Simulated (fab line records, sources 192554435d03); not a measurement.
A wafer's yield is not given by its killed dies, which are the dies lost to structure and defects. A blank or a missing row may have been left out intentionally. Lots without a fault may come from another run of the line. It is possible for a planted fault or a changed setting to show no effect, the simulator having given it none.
8D (eight disciplines) problem report, filled in by code -- flow n5 finfet -- the parts of the form that need people (team, actions taken, sign-off) are left out

## 1. PROBLEM STATEMENT
Mean of spin speed rpm at N5_BEOL_M0_SAQP_COAT_81: 1579.9 rpm across 6 wafers in 2 lots; on wafers with no fault it is 1500.1 rpm (standard deviation 0.92). Relative to the usual mean, that is a shift of +87 standard deviations.
The step: time 60 s, resist thk 100 nm.
First observed at day 8 10:53: wafer L561.2, on litho track-05. Wafers with a number at this step in the record: 12, from 4 lots. By rule, "out" or "out of limits" means more than 4 standard deviations away from the usual mean. The rest of the wafers with a number are treated as sound.

## 2. WHAT IT IS, WHAT IT ISN'T
question,is,is not
which readings at this step,spin speed rpm,exhaust pa
which lots,"L561, L563","L551, L571"
which wafers of those lots,all that have a number,-
read on which tools,litho track-05,litho track-04
when,from day 8 10:53,up to then (3 sound wafers); but 3 sound wafers of L571 came after

## 3. SUSPECTS, AND WHAT RULES EACH OUT
Counting: a tool stays on the suspect list if, at a process step up to the reading, it processed all lots that are out and no sound lot following the first of them.
- litho track-05 at N5_BEOL_M0_SAQP_COAT_81 (time 60 s, resist thk 100 nm): kept. Every lot that is out went through it, starting with L561 (day 8 10:53), and after that it ran no sound lot; the last sound lot it ran before then is L551 (day 6 01:49). On those wafers its own readings are out: spin speed rpm.
After counting, what remains is litho track-05 at N5_BEOL_M0_SAQP_COAT_81.

## 4. THE CAUSE (what the simulator had put in)
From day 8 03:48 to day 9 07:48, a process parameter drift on litho track-05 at N5_BEOL_M0_SAQP_COAT_81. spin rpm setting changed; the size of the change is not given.
The count eliminated every tool but this one.

## 5. THE EFFECT CHAIN, in route order
Rows list readings where the struck wafers' mean (over those with a number) sits beyond 3 standard deviations from the usual. Only readings whose record carries a usual standard deviation are examined. hours: median over the lots of the time between each lot's start at the first step of this table that gives one and its start at this step. sigmas: the change, counted in usual standard deviations.
hours,step,reading,usual,on struck wafers,change,sigmas
0,N5_BEOL_M0_SAQP_COAT_81,spin speed rpm,1500.1 rpm,1579.9,+79.8,+87
Its process steps:
- N5_BEOL_M0_SAQP_COAT_81: time 60 s, resist thk 100 nm.
Later measuring or inspecting steps at which every struck wafer that the step has a row for has a number for every such reading, and none has moved that far: N5_BEOL_M4_RC_MEAS_101.

## 6. WHAT WOULD HAVE CAUGHT IT SOONER
In this record the first reading out of limits was taken at day 8 10:53, 7 hours after the fault began at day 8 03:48.
